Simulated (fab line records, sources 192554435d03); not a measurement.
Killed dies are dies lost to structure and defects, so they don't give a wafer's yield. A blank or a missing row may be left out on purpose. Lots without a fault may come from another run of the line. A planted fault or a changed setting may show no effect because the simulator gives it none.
Split-lot experiment | flow n5_finfet | 7 lots, 21 wafers read, on a route of 1938 steps

THE SPLIT
At N5_BEOL_M0_SAQP_PECVD_04 (deposits a-Si from SiH4/He, target thk 60 nm, time 60.2 s), the setting time_s was moved away from the recipe's 60.2 s on 7 of the 21 wafers read, by -12.2% to +8.8%. The other wafers ran this setting at the recipe's value.

FROM THE SPLIT TO THE READING: what the file shows between them, 7 steps
- N5_BEOL_M0_SAQP_THK_MEAS_05
- N5_BEOL_M0_SAQP_EXPOSE_11: exposes mask M0 CORE, target cd 42 nm (also split here: dose_mj)
- N5_BEOL_M0_SAQP_PEB_12: peb time 60 s
- N5_BEOL_M0_SAQP_DEVELOP_13: develop time 30 s
- N5_BEOL_M0_SAQP_CD_MEAS_14: target cd 42.5 nm
- N5_BEOL_M0_SAQP_HM_OPEN_112: chemistry CHF3/O2, target SiO2, stops on a-Si, target depth 12 nm, time 13.5 s
- N5_BEOL_M0_SAQP_STRIP_113: strips in CHF3/O2

THE READING
oes_product_au, in a.u., at N5_BEOL_M0_SAQP_MANDREL_ETCH_20 (etches a-Si in HBr/Cl2, stops on SiNx, target depth 60 nm, bt time 10 s, time 30 s). Fault-free wafers of this fab line usually give 0.771 a.u., standard deviation 0.012 a.u..

wafer  | tool, chamber at the split | time_s as run, s | against the recipe | oes_product_au, a.u. | against lot-mates on the recipe
L076.2 | pecvd-04, 0                | 60.2             | recipe             | 0.780                | -
L076.3 | pecvd-04, 2                | 56.78            | -5.7%              | 0.731                | -0.043
L076.4 | pecvd-04, 1                | 60.2             | recipe             | 0.768                | -
L081.1 | pecvd-02, 2                | 60.2             | recipe             | 0.783                | -
L081.4 | pecvd-02, 1                | 60.2             | recipe             | 0.774                | -
L081.5 | pecvd-02, 0                | 52.85            | -12.2%             | 0.719                | -0.059
L083.1 | pecvd-04, 0                | 65.48            | +8.8%              | 0.780                | +0.030
L083.2 | pecvd-04, 1                | 65.48            | +8.8%              | 0.796                | +0.046
L083.5 | pecvd-04, 2                | 60.2             | recipe             | 0.750                | -
L090.4 | pecvd-04, 2,0              | 60.2             | recipe             | 0.778                | -
L090.5 | pecvd-04, 2,0              | 60.2             | recipe             | 0.773                | -
L090.6 | pecvd-04, 1                | 60.2             | recipe             | 0.768                | -
L091.1 | pecvd-04, 2                | 56.53            | -6.1%              | 0.746                | -0.038
L091.3 | pecvd-04, 0                | 60.2             | recipe             | 0.784                | -
L091.6 | pecvd-04, 0                | 56.53            | -6.1%              | 0.745                | -0.039
L093.1 | pecvd-02, 0                | 60.2             | recipe             | 0.767                | -
L093.3 | pecvd-02, 0                | 60.2             | recipe             | 0.779                | -
L093.6 | pecvd-02, 1                | 60.2             | recipe             | 0.767                | -
L095.1 | pecvd-02, 1                | 60.2             | recipe             | 0.752                | -
L095.5 | pecvd-02, 1                | 56.35            | -6.4%              | 0.735                | -0.031
L095.6 | pecvd-02, 0                | 60.2             | recipe             | 0.779                | -
Where a row lists several chambers, the file gives one row for several wafers and doesn't say which wafer went through which chamber.

THE FIT
A straight line over all 21 wafers: oes_product_au changes by +0.00364 a.u. for each +1% of time_s; r = +0.84; the points scatter about the line by 0.011 a.u..
The same after taking each lot's own level away (the mean of its wafers on the recipe; 21 wafers): +0.00503 a.u. for each +1%; r = +0.95; scatter 0.0076 a.u..
On that fit, the largest move of time_s shifts the reading by 0.061 a.u..
The lots' own levels span 0.7500 to 0.7840 a.u., that is 2.8 times the standard deviation above.
So the lot-to-lot level changes the slope: the two fits differ.
Check: with one of the wafers moved furthest among these (-12.2%) left out of the fit, the line predicts -0.0653 a.u. for it against its lot-mates. It came out at -0.0595 a.u. against them.

OTHER SPLITS ON THESE WAFERS
These wafers also went through other splits before the reading. Each is held against what the fit with the lots' levels taken away leaves over:
other split on the same wafers       | wafers away from the commonest value | r with oes_product_au (lot level and that fit taken away)
N5_MOL_CONTACT_COAG_COAT_76 spin_rpm | 5                                    | -0.36
N5_BEOL_M0_SAQP_EXPOSE_11 dose_mj    | 4                                    | +0.43

THE WHOLE CHAIN: every reading that the file lists as answering this split, in the file's order
step                                | what it does                                                                       | reading                                                                               | change (the file's fit)                   | r (the file's)
N5_BEOL_M0_SAQP_PECVD_04            | deposits a-Si from SiH4/He, target thk 60 nm, time 60.2 s                          | a-Si_of_BEOL_M0_SAQP_PECVD_04.thk_nm (the simulator's own value, which no gauge read) | +0.569 nm for each +1% of the setting     | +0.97
N5_BEOL_M0_SAQP_THK_MEAS_05         |                                                                                    | thk_nm                                                                                | withheld for each +1% of the setting      | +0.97
N5_BEOL_M0_SAQP_MANDREL_ETCH_20     | etches a-Si in HBr/Cl2, stops on SiNx, target depth 60 nm, bt time 10 s, time 30 s | oes_product_au                                                                        | +0.00513 a.u. for each +1% of the setting | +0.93
N5_BEOL_M0_SAQP_MANDREL_ETCH_20     | etches a-Si in HBr/Cl2, stops on SiNx, target depth 60 nm, bt time 10 s, time 30 s | etch.depth_nm (the simulator's own value, which no gauge read)                        | +0.566 nm for each +1% of the setting     | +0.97
N5_BEOL_M0_SAQP_SPACER1_ETCHBACK_99 | etches SiO2 in CHF3/O2, target depth 15.4 nm, time 7.7 s                           | a-Si_of_BEOL_M0_SAQP_PECVD_04.thk_nm (the simulator's own value, which no gauge read) | +0.565 nm for each +1% of the setting     | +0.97

THE FILE'S OWN FIT
oes_product_au changes by +0.00513 a.u. for each +1% of time_s, r = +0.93.
